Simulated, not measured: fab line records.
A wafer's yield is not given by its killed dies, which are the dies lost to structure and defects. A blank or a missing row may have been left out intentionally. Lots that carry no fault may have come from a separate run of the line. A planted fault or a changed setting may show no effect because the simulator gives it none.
fab line records -- flow n5-finfet
[record] lots = 3, wafers = 9, last-day = 17
route steps=1938 shown GATE_CUT@492 MOL_CONTACT_COAG@517 PASSIVATION@1936
lots with no fault: from the same line, run without faults
start-h: start of the lot's first displayed wafer, in hours after the record's first day -- wait-h: hours since the lot's step before -- " same as the row above -- L1.1+2: a row that stands for several wafers -- - no value, or no start was given -- * or withheld: withheld -- < > ~ a bound
route shown NAME@n: names a module that has steps shown in the file, with the first one's number in the route -- usual: mean/standard deviation of fault-free wafers -- same: alike in all rows -- chamber/n: place in a boat -- sites: the reading at each site -- _std_site: how widely they spread, as a standard deviation -- _edge_site: inner sites' mean taken away from outer sites' mean -- radius-mm: for every site, how far away it sits from the centre of the wafer -- mask NAME#n: copy n -- behind: the tool/chamber that last shaped the wafer -- hold: what put the lot on hold/how long, in hours/how the hold closed -- device: the transistor (n, p or np) that didn't switch -- end of line: the tests these same wafers got at the end of their route -- a step given without rows: its recipe and nothing more -- killed: the dies lost at the first sort to structure and to defects; this is not the yield of the wafer -- map: dies across one wafer; x = killed, . = not, _ = none there
set.NAME: the setting that was run; set.NAME@STEP: the one run at that earlier step -- model.NAME: the simulator's own value behind a step, which no gauge read
lots at selected steps of the route; one table per step, one row per wafer
services: when a tool's chamber went out of use (start-h, in hours from the record's first day, below 0 if earlier), for how many hours, and the reason
[[steps]]
[step N5_GATE_CUT_ETCH_36]
[recipe] chemistry = CF4, target = SiARC, target-depth-a = 130, mask-material = CAR-EUV, time-s = 21.7, ion-energy-ev = 80, pressure-mtorr = 40, source-w = 545, bias-w = 36, Ar_flow_sccm = 100, cf4-flow-sccm = 100, ends = cleared
[step N5_GATE_CUT_ETCH_37]
[recipe] chemistry = N2/H2, target = SOC, target-depth-a = 600, overetch-a = 120, mask-material = SiARC, temp-c = 40, time-s = 90, ion-energy-ev = 200, pressure-mtorr = 30, source-w = 840, bias-w = 150, n2-flow-sccm = 200, h2-flow-sccm = 200
[step N5_GATE_CUT_STRIP_38]
[recipe] chemistry = N2/H2, temp-c = 40, n2-flow-sccm = 200, h2-flow-sccm = 200, rf-frequency-hz = 6e+07
[step N5_GATE_CUT_STRIP_39]
[recipe] chemistry = N2/H2, temp-c = 40, n2-flow-sccm = 200, h2-flow-sccm = 200, rf-frequency-hz = 6e+07
[step N5_GATE_CUT_HM_OPEN_40]
[recipe] chemistry = C4F6/O2, target = SiO2, mask-material = SiARC, target-depth-a = 1390, time-s = 85.1, ion-energy-ev = 250, pressure-mtorr = 30, source-w = 345, bias-w = 185, Ar_flow_sccm = 300, C4F6_flow_sccm = 10, O2_flow_sccm = 10, ends = cleared
[step N5_GATE_CUT_STRIP_41]
[recipe] chemistry = CF4, resist = SiARC, power-w = 300, bias-power-w = 75, pressure-mtorr = 50, cf4-flow-sccm = 150, rf-frequency-hz = 6e+07
[step N5_GATE_CUT_STRIP_42]
[recipe] chemistry = O2, power-w = 400, temp-c = 40, pressure-mtorr = 30, rf-frequency-hz = 6e+07, bias-power-w = 0, overash-fraction = 0.3, o2-flow-sccm = 225
[step N5_GATE_CUT_ETCH_19]
[recipe] chemistry = CH3F/O2, target = SiNx, mask-material = SiO2, target-depth-a = 537, time-s = 76.7, pressure-mtorr = 30, source-w = 395, bias-w = 73, Ar_flow_sccm = 150, CH3F_flow_sccm = 30, O2_flow_sccm = 20, ion-energy-ev = 120, ends = cleared
[step N5_GATE_CUT_CUT_ETCH_53]
[recipe] chemistry = SF6/Cl2, target = W, mask-material = SiO2, target-depth-a = 792, pressure-mtorr = 8, icp-w = 900, bias-w = 80, SF6_flow_sccm = 40, Cl2_flow_sccm = 60, ends = cleared
[step N5_GATE_CUT_CUT_ETCH_54]
[recipe] chemistry = Cl2/BCl3, target = TiN, mask-material = SiO2, target-depth-a = 967, pressure-mtorr = 10, icp-w = 1000, bias-w = 126, Cl2_flow_sccm = 53.25, bcl3-flow-sccm = 21.75, Ar_flow_sccm = 25, ends = cleared
[step N5_GATE_CUT_CUT_ETCH_55]
[recipe] chemistry = BCl3, target = HfO2, mask-material = SiO2, target-depth-a = 32, ion-energy-ev = 30, pressure-mtorr = 5, icp-w = 450, bias-w = 18, bcl3-flow-sccm = 80
[step N5_GATE_CUT_ETCH_47]
[recipe] chemistry = Cl2/BCl3, target = SiO2, target-depth-a = 100, pressure-mtorr = 10, icp-w = 1000, bias-w = 126, Cl2_flow_sccm = 53.25, bcl3-flow-sccm = 21.75, Ar_flow_sccm = 25
[step N5_GATE_CUT_VAPOR_ETCH_48]
[recipe] chemistry = BCl3/Cl2, target = TiN, mode = isotropic
[usual] drypump-motor-current-A = 5.9/0.43, oes-product-au = 0.74/0.084
lot.wafer,tool,chamber,start-h,wait-h,drypump-motor-current-A,oes-product-au
L370.1,rie-metal-02,1,128.43,0.0,6.3,0.67
L370.2,rie-metal-02,0,128.43,0.0,6.0,0.68
L370.4,rie-metal-02,1,128.43,0.0,6.3,0.68
L374.1,rie-metal-02,1,149.93,0.0,6.3,0.67
L374.2,rie-metal-02,0,149.93,0.0,6.0,0.67
L374.4,rie-metal-02,1,149.93,0.0,6.2,0.67
L383.2,rie-metal-01,1,206.70,0.0,5.9,0.70
L383.5,rie-metal-01,1,206.70,0.0,5.9,0.70
L383.6,rie-metal-01,0,206.70,0.0,5.0,0.74
[step N5_GATE_CUT_VAPOR_ETCH_49]
[recipe] chemistry = BCl3/Cl2, target = TiAlC, mode = isotropic
[step N5_GATE_CUT_VAPOR_ETCH_51]
[recipe] chemistry = BCl3/Cl2, target = HfO2, mode = isotropic
[step N5_GATE_CUT_STRIP_21]
[recipe] chemistry = N2/H2, time-s = 30, power-w = 1000, temp-c = 250, pressure-mtorr = withheld, n2-flow-sccm = 1750, h2-flow-sccm = 3250
[step N5_GATE_CUT_STRIP_29]
[recipe] chemistry = post-etch-residue-remover, time-s = 60, temp-c = 25, remover-ph = withheld, remover-water-wt-pct = withheld, remover-fluoride-wt-pct = withheld
[step N5_GATE_CUT_SRD_52]
[recipe] dry = ipa-marangoni, time-s = 30, temp-c = 23, rinse-liquid = diw
[step N5_GATE_CUT_ALD_22]
[recipe] material = SiNx, target-thk-a = 160, temp-c = 400, ald-precursor-family = SiH2I2, ald-co-reactant = N2/H2-plasma, pulse-time-s = 1, ald-cycles = 320, purge-time-s = 2, co-reactant-purge-time-s = 2, pressure-torr = 2
[step N5_GATE_CUT_CMP_23]
[recipe] stop-on = SiO2, t-overpolish-s = 23.4, post-cmp-clean = alkaline-brush, down-force-psi = 2.5, platen-rpm = 51.8, pad-velocity-m-s = 1.0307, target-thk-nm = 16
[step N5_GATE_CUT_CMP_43]
[recipe] material = SiO2, post-cmp-clean = rinse-only
[step N5_GATE_CUT_CMP_61]
[recipe] stop-on = SiNx, t-overpolish-s = 3, post-cmp-clean = alkaline-brush, down-force-psi = 4, platen-rpm = 27.09, pad-velocity-m-s = 0.539
[step N5_MOL_CONTACT_COAG_COAT_103]
[recipe] resist = SOC, temp-c = 250, time-s = 60, spin-rpm = 1500, resist-thk-nm = 80
[step N5_MOL_CONTACT_COAG_COAT_104]
[recipe] resist = SiARC, temp-c = 220, time-s = 60, spin-rpm = 1500, resist-thk-nm = 12
[step N5_MOL_CONTACT_COAG_COAT_58]
[recipe] resist = underlayer, temp-c = 205, time-s = 60, spin-rpm = 1500, resist-thk-nm = 10
[step N5_MOL_CONTACT_COAG_COAT_02]
[recipe] resist = CAR-EUV, spin-rpm = 1500, resist-thk-nm = 30
[step N5_MOL_CONTACT_COAG_EBR_04]
[recipe] solvent = PGMEA, ebr-width-mm = 1.5
[step N5_MOL_CONTACT_COAG_SOFTBAKE_03]
[recipe] temp-c = 110, time-s = 60, resist = CAR-EUV
[step N5_MOL_CONTACT_COAG_EXPOSE_05]
[recipe] mask-id = CA, na = 0.33, source-shape = annular, sigma-inner = 0.4, sigma-outer = 0.8, polarization = unpolarized, defocus-nm = 0, dose-mj = 38.25
[step N5_MOL_CONTACT_COAG_PEB_06]
[recipe] peb-temp-c = 100, peb-time-s = 60, resist = CAR-EUV
[step N5_MOL_CONTACT_COAG_DEVELOP_07]
[recipe] develop-time-s = 30, developer = TMAH, resist = CAR-EUV, rinse-liquid = surfactant-rinse, dry = air-spin, dev-temp-c = 23
[step N5_MOL_CONTACT_COAG_DESCUM_13]
[recipe] chemistry = O2, time-s = 7, source-power-w = 50, bias-power-w = 20, pressure-mtorr = 20, rf-frequency-hz = 2.712e+07, temp-c = 40, resist = CAR-EUV, o2-flow-sccm = 225
[step N5_MOL_CONTACT_COAG_ETCH_59]
[recipe] chemistry = N2/H2, target = underlayer, target-depth-a = 130, mask-material = CAR-EUV, time-s = 10.4, ion-energy-ev = 200, pressure-mtorr = 30, source-w = 840, bias-w = 150, n2-flow-sccm = 200, h2-flow-sccm = 200, ends = cleared
[step N5_MOL_CONTACT_COAG_ETCH_105]
[recipe] chemistry = CF4, target = SiARC, target-depth-a = 156, mask-material = CAR-EUV, time-s = 26, ion-energy-ev = 80, pressure-mtorr = 40, source-w = 545, bias-w = 36, Ar_flow_sccm = 100, cf4-flow-sccm = 100, ends = cleared
[step N5_MOL_CONTACT_COAG_ETCH_106]
[recipe] chemistry = N2/H2, target = SOC, target-depth-a = 800, overetch-a = 160, mask-material = SiARC, temp-c = 40, time-s = 120, ion-energy-ev = 200, pressure-mtorr = 30, source-w = 840, bias-w = 150, n2-flow-sccm = 200, h2-flow-sccm = 200
[step N5_MOL_CONTACT_COAG_STRIP_107]
[recipe] chemistry = N2/H2, temp-c = 40, n2-flow-sccm = 200, h2-flow-sccm = 200, rf-frequency-hz = 6e+07
[step N5_PASSIVATION_PROBE_49]
[usual] defect-limited-yield = 91.3/1.4, killed_at_M0_to_M3 = 34/10, killed_at_M4_up = 13/4.8, killed-at-contacts = 12/6.1, killed-at-front-end = 40/11, killed-at-other = 3.7/2.8, killed-dies = 103/16, killed-on-rim = 13/3.6, killed-open = 67/12, killed-short = 34/7.4, sort_bin_5_function = 5.1/0.95, sort_bin_6_memory = 3.2/0.62, sort-n-pass = 1077/16, sort-yield-pct = 91.3/1.4
[same] gross-dies = 1180, killed-at-back-side = 0, sort_bin_4_leakage[%] = 0, sort_bin_8_speed[%] = 0
lot.wafer,tool,chamber,start-h,wait-h,defect-limited-yield[%],killed_at_M0_to_M3,killed_at_M4_up,killed-at-contacts,killed-at-front-end,killed-at-other,killed-dies,killed-on-rim,killed-open,killed-short,sort_bin_5_function[%],sort_bin_6_memory[%],sort-n-pass,sort-yield-pct[%]
L374.2,prober-02,-,337.31,0.1,83.4,31,17,5,137,6,196,32,72,36,10.3,4.2,984,83.4
L374.4,prober-02,-,337.41,0.2,91.4,35,10,10,45,1,101,14,60,37,5.3,2.4,1079,91.4
// killed by level:class
L374.2 GATE_CUT:unspecified=86 FIN_SAQP:geometric-particle:open=15 FIN_SAQP:geometric-particle:short=12 BEOL_M4:geometric-particle:open=10 BEOL_M0_SAQP:geometric-particle:short=7 BEOL_M2:geometric-particle:open=6 STI_FIN_REVEAL:geometric-particle:open=5 DUMMY_GATE:geometric-particle:open=5
L374.4 FIN_SAQP:geometric-particle:short=17 BEOL_M2:geometric-particle:open=13 FIN_SAQP:geometric-particle:open=11 MOL_CONTACT_COAG:geometric-particle:open=9 BEOL_M0_SAQP:geometric-particle:open=5 BEOL_M1:geometric-particle:open=5 BEOL_M4:geometric-particle:open=5 STARTING-WAFER:geometric-particle:short=5
// map L374.2 (x killed, . not)
_________________xxxxxxxxxxxx________________
______________.....xxxxxxxxxxxxx_____________
___________....x.xxxxxxxxxxxxx.xx..__________
__________..x.x....xxxxxxxxxxxx...x._________
________.x.........xxxxxxxxxxxxx......_______
_______............xxxxxx.xx.xx.....x..______
______......x.xx....xxxxxx.x.x.........._____
_____.x............x..xxx..xxxx...x......____
____.................x......x.............___
___.....................x.........x.....x..__
___.......x........x..x...x...........x....__
__....x...........x..................x.x...._
__x.x.......x.....x...x.x..x...x.....x.....x_
_........x....x........x...x..........xx.....
_........xx..................x.....x.........
_.....x........x..........................xx.
_................x.x....x............xx......
_...........x....x.........x.....x.x.........
_....................x............x.......x..
_x..x....x.......................x..........x
_.x....x..........xx.........................
__x.........x.x.x......x................x..._
__..............x.....x..........x.........._
___.....................x..........x..x....__
___x.......................................__
____.........x....x.....x.....x.........x.___
_____...............x............x....x..____
______.....x...x........................_____
_______.........................x......______
________........x..............xx....._______
__________......x.....x...........x._________
___________...x....x...............__________
______________.x..........x....._____________
_________________............________________
// map L370.4 (x killed, . not)
_________________............________________
______________.................._____________
___________.x.........xx...........__________
__________.....................x..x._________
________x...xx.....x...xx........x...._______
_______....x....................xx..xx.______
______.......xx....x...x....x........x.._____
_____x.....................x.............____
____........................x.............___
___...x.......x..................x...x.....__
___..x..x...x.xx.x.........x......x......xx__
__..x.x..x..x.........x...x..x....xx........_
__...............x.........................._
_.........xx.x.....x...........x..x..........
_............x...........x..........x........
_.x....x.x.......x.x.........................
_.xx...........................x.............
_........................x............x......
_.x............x...x.......x......x...x......
_....xxx....x.......................x........
_..x....x.....x.x..............xx......x.....
__..x........x......x.............x.x......._
__.....x..x....xx.......x...x..............._
___x.xxx................xx...x............x__
___.....x.....................x.x..x.......__
____....xx....................x..x........___
_____........x.............xx.x.x........____
______......x...x....................x.._____
_______.xx.....x.......................______
________.........x.......x.....x......_______
__________.....x.......x............_________
___________.....x..x......x........__________
______________....x............._____________
_________________x........x..________________
[[services]]
tool,chamber,start-h,hours,kind
rie-metal-01,1,161.67,9.4,repair
[[key]]
[first-sign] step = N5_PASSIVATION_PROBE_49, reading = killed-at-front-end, direction = up, sigmas = 9, usual = 40, struck = 137
[effect] step = N5_PASSIVATION_PROBE_49, reading = defect-limited-yield, direction = down, sigmas = 5.9, usual = 91.3, struck = 83.4
[more-kills-born-at] N5_GATE_CUT_VAPOR_ETCH_48@rie-metal-02 = 86
met-at N5_GATE_CUT_VAPOR_ETCH_48
struck-wafers L374.2
onset-between 128.43 149.93
[fault] kind = chamber-particle-source, tool = rie-metal-02, chamber = 0, onset-h = 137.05, steps = N5_GATE_CUT_VAPOR_ETCH_48, rate-per-visit-cm2 = 0.91422, end-h = 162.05
